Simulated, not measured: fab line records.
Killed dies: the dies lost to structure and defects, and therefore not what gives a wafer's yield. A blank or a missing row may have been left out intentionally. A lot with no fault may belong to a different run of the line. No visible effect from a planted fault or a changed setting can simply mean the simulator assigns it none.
fab line records | flow n5_finfet
[record] lots = 10 wafers = 30 last_day = 18
route steps=1938 shown BEOL_M5@1114 PASSIVATION@1936
lots that met no fault: taken from a fault-free run of the same line
start_h: start of the lot's first displayed wafer, in hours after the record's first day | wait_h: hours from the lot's prior step to this one | " identical to the entry in the row above | L1.1+2: several wafers, shown together as one row | - no value, or no start was given | * or withheld: withheld | < > ~ a bound
route shown NAME@n: a module of which the file shows steps, and the number in the route of the first | usual: mean/standard deviation of fault-free wafers | same: alike in all rows | chamber/n: place in a boat | sites: each site's reading | _std_site: their standard deviation | _edge_site: the outer-site mean with the inner-site mean subtracted | radius_mm: how far each site lies from the wafer's centre | mask NAME#n: copy n | behind: the last tool/chamber to shape the wafer | hold: cause of the lot's hold/its duration in hours/its outcome | device: names the non-switching transistor (n, p or np) | end of line: the same wafers' tests at the end of the route | for a step that has no rows: nothing shown but its recipe | killed: count of dies lost to structure and defects at first sort (not the wafer's yield) | map: dies across one wafer; x = killed, . = not, _ = none there
set.NAME: the setting the step ran with; set.NAME@STEP: the setting that earlier step ran with | model.NAME: the simulator's own value behind a step, which no gauge read
route steps across a sampled set of lots; one table per step, one row per wafer
services: when a tool's chamber went out of use (start_h, in hours from the record's first day, below 0 if earlier), for how many hours, and the reason
[[steps]]
[step N5_BEOL_M5_THK_MEAS_01]
[recipe] reads = SiCOH_lowk_of_BEOL_M5_ILD_DEP_00
[usual] M5_ILD_THK = 121.6/1.6
// columns lot.wafer tool chamber start_h wait_h M5_ILD_THK[nm]
L999.1 film_metro-01 - 165.14 0.4 120.9
L999.3 " - " " 120.5
L999.5 " - " " 124.1
L102.1 film_metro-01 - 179.83 0.4 120.9
L102.4 " - " " 124.1
L102.6 " - " " 120.8
L103.2 film_metro-02 - 195.20 0.4 120.7
L103.4 " - " " 123.5
L103.6 " - " " 123.1
L105.1 film_metro-02 - 222.51 0.4 120.9
L105.3 " - " " 118.8
L105.5 " - " " 122.8
L108.2 film_metro-02 - 232.62 0.4 119.2
L108.4 " - " " 121.4
L108.6 " - " " 122.8
L109.2 film_metro-01 - 254.03 0.4 119.4
L109.5 " - " " 121.0
L109.6 " - " " 120.0
L115.3 film_metro-02 - 270.51 0.3 122.2
L115.4 " - " " 122.3
L115.6 " - " " 122.7
L116.2 film_metro-02 - 281.09 0.4 120.2
L116.5 " - " " 121.7
L116.6 " - " " 123.1
L117.3 film_metro-01 - 289.78 0.3 119.9
L117.5 " - " " 121.5
L117.6 " - " " 118.8
L121.1 film_metro-01 - 326.27 0.4 120.5
L121.2 " - " " 119.6
L121.5 " - " " 123.7
[step N5_BEOL_M5_ETCH_61]
[recipe] chemistry = CF4 target = SiARC target_depth_a = 156 mask_material = CAR-EUV time_s = 26 ion_energy_ev = 80 pressure_mtorr = 40 source_w = 545 bias_w = 36 Ar_flow_sccm = 100 cf4_flow_sccm = 100 ends = cleared
[usual] bias_w = 36.00/0.11 drypump_motor_current_A = 5.6/0.53 etch_rf_on_time_s = 25.9/0.53 oes_product_au = 0.69/0.072 rf_vpp_V = 184.4/1.2 showerhead_plenum_p_Torr = 2.16/0.08 throttle_valve_pct = 15.68/0.22
// columns lot.wafer tool chamber start_h wait_h bias_w drypump_motor_current_A etch_rf_on_time_s oes_product_au rf_hours_counter_h rf_vpp_V showerhead_plenum_p_Torr throttle_valve_pct
L999.1 rie_diel-04 0 166.21 0.0 35.95 5.3 26.0 0.64 147 183.6 2.14 15.41
L999.3 " 2 " " 35.78 5.1 25.7 0.61 190 184.0 2.05 15.73
L999.5 " 3 " " 36.06 4.9 26.7 0.63 - 184.7 2.21 15.74
L102.1 rie_diel-03 1 181.60 0.0 35.89 6.1 26.3 0.62 161 183.4 2.14 15.83
L102.4 " 0 " " 36.11 4.9 26.3 0.65 158 184.7 2.05 15.87
L102.6 " 2 " " 35.98 6.2 26.0 0.60 - 184.0 2.20 15.78
L103.2 rie_diel-04 2 198.68 0.0 35.91 5.1 25.6 0.62 196 183.0 2.05 15.75
L103.4 " 3 " " 35.90 4.9 26.6 0.63 171 185.4 2.21 15.74
L103.6 " 0 " " 36.04 5.3 26.0 0.63 - 185.9 2.14 15.41
L105.1 rie_diel-03 0 223.83 0.0 36.01 4.9 26.1 0.64 171 183.4 2.04 15.88
L105.3 " 3 " " 36.10 6.3 26.1 0.79 17 183.5 2.11 15.71
L105.5 " 0 " " 36.17 4.9 26.2 0.64 - 183.7 2.04 15.89
L108.2 rie_diel-05 1 235.13 0.0 35.95 5.6 25.6 0.71 70 185.8 2.27 15.85
L108.4 " 3 " " 36.17 6.1 26.5 0.72 48 183.1 2.09 15.31
L108.6 " 1 " " 35.78 5.6 25.3 0.71 - 185.9 2.27 15.82
L109.2 rie_diel-05 0 255.37 0.0 35.97 5.8 25.9 0.69 86 186.9 2.25 15.58
L109.5 " 1 " " 35.95 5.6 25.3 0.71 - 184.7 2.27 15.84
L109.6 " 2 " " 35.98 5.0 25.5 0.78 - 186.4 2.26 15.66
L115.3 rie_diel-03 3 274.14 0.0 36.05 6.3 26.0 0.77 33 183.3 2.11 15.77
L115.4 " 1 " " 36.08 6.0 26.2 0.60 193 183.8 2.13 15.90
L115.6 " 3 " " 36.06 6.3 25.7 0.77 - 184.0 2.11 15.76
L116.2 rie_diel-05 2 284.15 0.0 35.96 5.0 25.6 0.76 43 186.2 2.26 15.68
L116.5 " 3 " " 36.04 6.1 26.2 0.71 - 183.7 2.09 15.35
L116.6 " 0 " " 35.99 5.8 25.9 0.69 - 186.8 2.25 15.59
L117.3 rie_diel-03 2 293.71 0.0 35.73 6.2 24.9 0.79 18 185.4 2.19 15.31
L117.5 " 2 " " 35.85 6.2 25.1 0.79 - 185.9 2.19 15.31
L117.6 " 3 " " 36.09 6.3 25.6 0.76 - 184.2 2.10 15.77
L121.1 rie_diel-03 3 327.50 0.0 35.82 6.3 26.0 0.75 50 183.5 2.10 15.78
L121.2 " 0 " " 36.03 4.9 26.2 0.63 203 183.4 2.03 15.93
L121.5 " 1 " " 35.92 6.1 26.7 0.59 - 183.2 2.13 15.93
[step N5_BEOL_M5_EXPOSE_25]
[recipe] mask_id = V4 na = 0.33 source_shape = quasar sigma_inner = 0.2 sigma_outer = 0.6 polarization = unpolarized defocus_nm = 10 dose_mj = 52.75
[usual] exposure_dose_mJ_cm2 = 52.65/0.086
// columns lot.wafer tool chamber start_h wait_h mask exposure_dose_mJ_cm2
L999.1 euv_scanner-02 0 166.95 - V4#0 52.62
L999.3 " 0 " " V4#0 52.65
L999.5 " 0 " " V4#0 52.60
L102.1 euv_scanner-01 0 183.59 - V4#0 52.67
L102.4 " 0 " " V4#0 52.72
L102.6 " 0 " " V4#0 52.75
L103.2 euv_scanner-02 0 201.99 - V4#0 52.60
L103.4 " 0 " " V4#0 52.62
L103.6 " 0 " " V4#0 52.65
L105.1 euv_scanner-02 0 225.80 - V4#0 52.57
L105.3 " 0 " " V4#0 52.48
L105.5 " 0 " " V4#0 52.55
L108.2 euv_scanner-01 0 237.88 - V4#0 52.72
L108.4 " 0 " " V4#0 52.77
L108.6 " 0 " " V4#0 52.77
L109.2 euv_scanner-01 0 256.92 - V4#0 52.68
L109.5 " 0 " " V4#0 52.81
L109.6 " 0 " " V4#0 52.63
L115.3 euv_scanner-01 0 274.99 - V4#0 50.23
L115.4 " 0 " " V4#0 50.26
L115.6 " 0 " " V4#0 50.20
L116.2 euv_scanner-01 0 286.00 - V4#0 50.73
L116.5 " 0 " " V4#0 50.64
L116.6 " 0 " " V4#0 50.72
L117.3 euv_scanner-02 0 294.65 - V4#0 52.51
L117.5 " 0 " " V4#0 52.58
L117.6 " 0 " " V4#0 52.53
L121.1 euv_scanner-02 0 328.65 - V4#0 52.48
L121.2 " 0 " " V4#0 52.46
L121.5 " 0 " " V4#0 52.43
[step N5_BEOL_M5_CD_MEAS_28]
[recipe] target_cd_nm = 30.6 landing_energy_ev = 500 detector = se_inlens target_cd_y_nm = 20 polarity = opening
[usual] cd_nm = 30.68/0.26
// columns lot.wafer tool chamber start_h wait_h cd_nm
L999.1 cd_sem-01 0 167.09 - 30.79
L999.3 " 0 " " 30.61
L999.5 " 0 " " 30.56
L102.1 cd_sem-03 0 183.73 - 30.50
L102.4 " 0 " " 30.14
L102.6 " 0 " " 30.19
L103.2 cd_sem-03 0 202.12 - 30.62
L103.4 " 0 " " 30.78
L103.6 " 0 " " 30.72
L105.1 cd_sem-01 0 225.94 - 31.14
L105.3 " 0 " " 30.66
L105.5 " 0 " " 30.64
L108.2 cd_sem-01 0 238.01 - 30.24
L108.4 " 0 " " 30.86
L108.6 " 0 " " 30.64
L109.2 cd_sem-02 0 257.05 - 30.26
L109.5 " 0 " " 30.62
L109.6 " 0 " " 30.61
L115.3 cd_sem-01 0 275.12 - 29.86
L115.4 " 0 " " 29.30
L115.6 " 0 " " 29.68
L116.2 cd_sem-02 0 286.13 - 29.53
L116.5 " 0 " " 29.09
L116.6 " 0 " " 29.57
L117.3 cd_sem-03 0 294.78 - 30.73
L117.5 " 0 " " 30.82
L117.6 " 0 " " 30.90
L121.1 cd_sem-02 0 328.79 - 30.67
L121.2 " 0 " " 31.09
L121.5 " 0 " " 30.77
[step N5_BEOL_M5_OVL_MEAS_29]
[recipe] points_per_wafer = 522
[usual] V4_OVL = -0.2/0.69
[same] points_per_wafer = 522
// columns lot.wafer tool chamber start_h wait_h V4_OVL[nm]
L999.1 overlay-02 0 167.12 0.0 0.3
L999.3 " 0 " " 0.5
L999.5 " 0 " " 0.9
L102.1 overlay-02 0 183.76 0.0 -0.4
L102.4 " 0 " " -0.8
L102.6 " 0 " " -0.1
L103.2 overlay-01 0 202.16 0.0 0.6
L103.4 " 0 " " 1.0
L103.6 " 0 " " 0.9
L105.1 overlay-01 0 225.97 0.0 -0.2
L105.3 " 0 " " 0.3
L105.5 " 0 " " 0.9
L108.2 overlay-01 0 238.05 0.0 -0.4
L108.4 " 0 " " -0.4
L108.6 " 0 " " 0.4
L109.2 overlay-01 0 257.08 0.0 0.0
L109.5 " 0 " " 0.3
L109.6 " 0 " " 0.5
L115.3 overlay-01 0 275.16 0.0 0.6
L115.4 " 0 " " 0.1
L115.6 " 0 " " -0.2
L116.2 overlay-02 0 286.17 0.0 0.2
L116.5 " 0 " " 0.1
L116.6 " 0 " " 1.0
L117.3 overlay-01 0 294.82 0.0 0.4
L117.5 " 0 " " -0.3
L117.6 " 0 " " 0.0
L121.1 overlay-01 0 328.82 0.0 -1.6
L121.2 " 0 " " -0.5
L121.5 " 0 " " -1.9
[step N5_PASSIVATION_PROBE_49]
[usual] defect_limited_yield = 91.4/1.5 killed_at_M0_to_M3 = 35/12 killed_at_M4_up = 13/5.8 killed_at_contacts = 12/5.5 killed_at_front_end = 36/9.9 killed_at_other = 4/3.7 killed_dies = 101/18 killed_open = 66/13 killed_short = 33/8 sort_bin_5_function = 5.0/1 sort_bin_6_memory = 3.2/0.67 sort_n_pass = 1079/18 sort_yield_pct = 91.4/1.5
[same] gross_dies = 1180 killed_at_back_side = 0 sort_bin_4_leakage[%] = 0 sort_bin_8_speed[%] = 0
// columns lot.wafer tool chamber start_h wait_h defect_limited_yield[%] killed_at_M0_to_M3 killed_at_M4_up killed_at_contacts killed_at_front_end killed_at_other killed_dies killed_open killed_short sort_bin_5_function[%] sort_bin_6_memory[%] sort_n_pass sort_yield_pct[%]
L102.1 prober-02 - 290.28 0.0 89.2 47 40 9 30 1 127 85 40 5.9 4.6 1053 89.2
L102.4 prober-02 - 290.43 0.2 89.9 38 21 9 48 3 119 83 36 6.4 3.6 1061 89.9
L102.6 prober-02 - 290.53 0.3 89.2 34 29 10 54 1 128 88 39 6.1 4.6 1052 89.2
L105.1 prober-02 - 325.76 0.0 91.8 20 17 7 48 5 97 73 17 4.9 2.5 1083 91.8
L105.3 prober-02 - 325.86 0.1 91.9 19 10 7 50 10 96 73 19 5.6 2.4 1084 91.9
L105.5 prober-02 - 325.96 0.2 91.1 29 10 5 58 3 105 69 27 4.8 3.1 1075 91.1
L108.2 prober-01 - 332.39 0.1 91.2 23 8 12 53 8 104 63 40 4.6 3.7 1076 91.2
L108.4 prober-01 - 332.49 0.2 93.4 28 0 7 35 8 78 56 22 3.9 2.5 1102 93.4
L108.6 prober-01 - 332.59 0.3 89.5 40 11 9 59 5 124 96 28 6.5 3.7 1056 89.5
L109.2 prober-01 - 370.20 0.1 87.2 79 20 17 28 7 151 101 47 8.1 4.2 1029 87.2
L109.5 prober-01 - 370.35 0.2 88.4 71 17 13 34 2 137 78 57 7.3 3.7 1043 88.4
L109.6 prober-01 - 370.40 0.3 90.1 34 14 20 47 2 117 83 34 6.1 3.6 1063 90.1
L115.3 prober-02 - 377.18 0.1 88.8 37 49 13 21 12 132 58 32 6.5 4.3 1048 88.8
L115.4 prober-02 - 377.23 0.2 87.6 37 60 7 31 11 146 60 31 7.0 4.4 1034 87.6
L115.6 prober-02 - 377.33 0.3 88.4 21 47 18 36 15 137 64 39 6.1 5.0 1043 88.4
L116.2 prober-01 - 380.66 0.1 88.2 52 28 11 42 6 139 79 40 6.6 4.5 1041 88.2
L116.5 prober-01 - 380.81 0.2 88.5 50 33 17 29 7 136 85 33 6.9 4.2 1044 88.5
L116.6 prober-01 - 380.86 0.3 85.7 59 43 33 26 8 169 88 53 7.9 5.7 1011 85.7
// killed by level:class
L102.1 BEOL_M4:geometric_particle:open=26 BEOL_M2:geometric_particle:open=12 BEOL_M0_SAQP:geometric_particle:short=11 BEOL_M3:geometric_particle:open=10 BEOL_M4:geometric_particle:short=9 MOL_CONTACT_COAG:geometric_particle:open=8 GATE_CUT:geometric_particle:short=7 DUMMY_GATE:geometric_particle:open=5
L102.4 STI_FIN_REVEAL:geometric_particle:open=16 BEOL_M2:geometric_particle:open=13 FIN_SAQP:geometric_particle:open=9 BEOL_M3:geometric_particle:open=9 BEOL_M4:geometric_particle:open=9 FIN_SAQP:geometric_particle:short=8 MOL_CONTACT_COAG:geometric_particle:open=5 BEOL_M0_SAQP:geometric_particle:open=5
L102.6 BEOL_M4:geometric_particle:open=15 STI_FIN_REVEAL:geometric_particle:open=14 BEOL_M2:geometric_particle:open=13 MOL_CONTACT_COAG:geometric_particle:open=8 STI_FIN_REVEAL:geometric_particle:short=8 BEOL_M3:geometric_particle:open=7 FIN_SAQP:geometric_particle:open=5 BEOL_M1:geometric_particle:short=5
L105.1 STI_FIN_REVEAL:geometric_particle:open=19 BEOL_M3:geometric_particle:open=10 BEOL_M4:geometric_particle:open=8 HKMG_FIN:area_etch=7 MOL_CONTACT_COAG:geometric_particle:open=6 DUMMY_GATE:geometric_particle:open=5 FIN_SAQP:geometric_particle:open=4 PASS1_DEP:geometric_particle:open=4
L105.3 STI_FIN_REVEAL:geometric_particle:open=19 DUMMY_GATE:geometric_particle:open=8 BEOL_M0_SAQP:geometric_particle:open=8 MOL_CONTACT_COAG:geometric_particle:open=7 FIN_SAQP:geometric_particle:open=6 BEOL_M3:geometric_particle:open=4 BEOL_M4:geometric_particle:open=4 ILD0:geometric_particle:open=3
L105.5 STI_FIN_REVEAL:geometric_particle:open=16 BEOL_M3:geometric_particle:open=14 HKMG_FIN:area_etch=9 FIN_SAQP:geometric_particle:short=6 BEOL_M0_SAQP:geometric_particle:open=6 FIN_SAQP:geometric_particle:open=5 MOL_CONTACT_COAG:geometric_particle:open=5 DUMMY_GATE:geometric_particle:open=4
L108.2 STI_FIN_REVEAL:geometric_particle:open=13 STI_FIN_REVEAL:geometric_particle:short=10 MOL_CONTACT_COAG:geometric_particle:open=8 BEOL_M0_SAQP:geometric_particle:open=7 FIN_SAQP:geometric_particle:open=5 GATE_CUT:geometric_particle:short=5 BEOL_M1:geometric_particle:open=5 STARTING-WAFER:geometric_particle:short=5
L108.4 STI_FIN_REVEAL:geometric_particle:open=9 BEOL_M0_SAQP:geometric_particle:open=9 MOL_CONTACT_COAG:geometric_particle:open=6 BEOL_M0:geometric_particle:open=5 BEOL_M2:geometric_particle:open=5 BEOL_M0_SAQP:geometric_particle:short=4 BEOL_M3:geometric_particle:open=4 STI_FIN_REVEAL:geometric_particle:short=3
L108.6 FIN_SAQP:geometric_particle:open=20 BEOL_M3:geometric_particle:open=17 STI_FIN_REVEAL:geometric_particle:open=15 BEOL_M0_SAQP:geometric_particle:open=10 MOL_CONTACT_COAG:geometric_particle:open=8 FIN_SAQP:geometric_particle:short=5 STI_FIN_REVEAL:geometric_particle:short=4 BEOL_M0_SAQP:geometric_particle:short=4
L109.2 BEOL_M0_SAQP:geometric_particle:open=20 BEOL_M0_SAQP:geometric_particle:short=19 MOL_CONTACT_COAG:geometric_particle:open=12 BEOL_M3:geometric_particle:open=12 STI_FIN_REVEAL:geometric_particle:open=10 BEOL_M1:geometric_particle:open=9 BEOL_M4:geometric_particle:open=8 MOL_CONTACT_COAG:geometric_particle:short=5
L109.5 BEOL_M0_SAQP:geometric_particle:short=26 BEOL_M0_SAQP:geometric_particle:open=16 MOL_CONTACT_COAG:geometric_particle:open=12 FIN_SAQP:geometric_particle:short=9 BEOL_M4:geometric_particle:open=9 BEOL_M1:geometric_particle:open=7 FIN_SAQP:geometric_particle:open=6 BEOL_M1:geometric_particle:short=6
L109.6 MOL_CONTACT_COAG:geometric_particle:open=19 STI_FIN_REVEAL:geometric_particle:open=13 BEOL_M0_SAQP:geometric_particle:short=10 DUMMY_GATE:geometric_particle:open=8 GATE_CUT:geometric_particle:short=6 BEOL_M0_SAQP:geometric_particle:open=6 FIN_SAQP:geometric_particle:open=5 BEOL_M1:geometric_particle:open=5
L115.3 BEOL_M5:area_expose=41 MOL_CONTACT_COAG:geometric_particle:open=11 BEOL_M0_SAQP:geometric_particle:short=9 FIN_SAQP:geometric_particle:short=5 BEOL_M0_SAQP:geometric_particle:open=5 BEOL_M0:geometric_particle:open=5 BEOL_M1:geometric_particle:open=5 BEOL_M2:geometric_particle:open=5
L115.4 BEOL_M5:area_expose=52 BEOL_M3:geometric_particle:open=12 FIN_SAQP:geometric_particle:open=8 FIN_SAQP:geometric_particle:short=7 BEOL_M2:geometric_particle:open=7 MOL_CONTACT_COAG:geometric_particle:open=6 BEOL_M1:geometric_particle:open=5 GATE_CUT:geometric_particle:short=5
L115.6 BEOL_M5:area_expose=34 MOL_CONTACT_COAG:geometric_particle:open=17 FIN_SAQP:geometric_particle:short=11 FIN_SAQP:geometric_particle:open=8 BEOL_M0_SAQP:geometric_particle:short=6 BEOL_M3:geometric_particle:open=6 BEOL_M4:geometric_particle:open=5 MIM_BOT:geometric_particle:short=5
L116.2 BEOL_M5:area_expose=18 BEOL_M3:geometric_particle:open=12 STI_FIN_REVEAL:geometric_particle:open=10 BEOL_M0_SAQP:geometric_particle:open=10 DUMMY_GATE:geometric_particle:open=9 MOL_CONTACT_COAG:geometric_particle:open=8 BEOL_M0_SAQP:geometric_particle:short=8 BEOL_M8:geometric_particle:open=7
L116.5 MOL_CONTACT_COAG:geometric_particle:open=16 BEOL_M5:area_expose=16 BEOL_M2:geometric_particle:open=13 BEOL_M0_SAQP:geometric_particle:open=12 FIN_SAQP:geometric_particle:open=8 BEOL_M4:geometric_particle:open=8 BEOL_M3:geometric_particle:open=7 BEOL_M1:geometric_particle:short=5
L116.6 BEOL_M5:area_expose=28 MOL_CONTACT_COAG:geometric_particle:open=26 BEOL_M1:geometric_particle:short=14 BEOL_M2:geometric_particle:open=10 GATE_CUT:geometric_particle:short=10 BEOL_M0_SAQP:geometric_particle:open=9 BEOL_M4:geometric_particle:open=9 MOL_CONTACT_COAG:geometric_particle:short=7
[[services]]
// columns tool chamber start_h hours kind
euv_scanner-01 - 144.83 4.6 pm
rie_diel-05 - 147.63 0.9 repair
rie_diel-03 0 154.99 7.7 repair
euv_scanner-01 - 166.81 1.0 pm
euv_scanner-01 - 170.05 3.4 repair
euv_scanner-02 - 173.50 1.0 pm
rie_diel-04 - 174.46 15.6 pm
rie_diel-05 2 179.59 5.7 repair
rie_diel-05 1 184.83 6.6 repair
rie_diel-03 0 196.77 6.4 repair
rie_diel-04 3 200.90 12.8 repair
rie_diel-04 2 216.19 9.9 repair
euv_scanner-01 - 222.96 1.0 pm
euv_scanner-02 - 228.66 1.0 pm
euv_scanner-01 - 245.35 0.8 repair
rie_diel-05 3 251.62 3.5 repair
rie_diel-03 - 253.91 0.7 repair
euv_scanner-01 - 279.11 1.0 pm
euv_scanner-02 - 284.83 1.0 pm
euv_scanner-02 - 293.37 0.6 repair
euv_scanner-02 - 308.93 2.1 repair
rie_diel-04 3 309.13 11.7 repair
euv_scanner-02 - 312.83 4.6 pm
euv_scanner-01 - 317.43 4.6 pm
[[key]]
[first_sign] step = N5_BEOL_M5_EXPOSE_25 reading = exposure_dose_mJ_cm2 direction = down sigmas = 26 usual = 52.65 struck = 50.46
[effect] step = N5_BEOL_M5_CD_MEAS_28 reading = cd_nm direction = down sigmas = 4.4 usual = 30.68 struck = 29.51 through = control_loop
[effect] step = N5_PASSIVATION_PROBE_49 reading = killed_at_M4_up direction = up sigmas = 5.2 usual = 13 struck = 43
[more_kills_born_at] N5_BEOL_M5_EXPOSE_25@euv_scanner-01 = 188
met_at N5_BEOL_M5_EXPOSE_25
struck_lots L115,L116
[loop_trim] step = N5_BEOL_M5_EXPOSE_25 setting = dose lots = L116
not_acting_at N5_BEOL_M5_THK_MEAS_01,N5_BEOL_M5_ETCH_61,N5_BEOL_M5_OVL_MEAS_29
onset_between 256.92 274.99
[fault] kind = process_parameter_drift tool = euv_scanner-01 chamber = - onset_h = 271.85 steps = N5_BEOL_M5_EXPOSE_25 channel = dose_mj offset = -2.5052 shape = step acts_in = these_recipes_only stated = 52.75
// loop_trim: a control loop set the setting to another value than it would have without faults
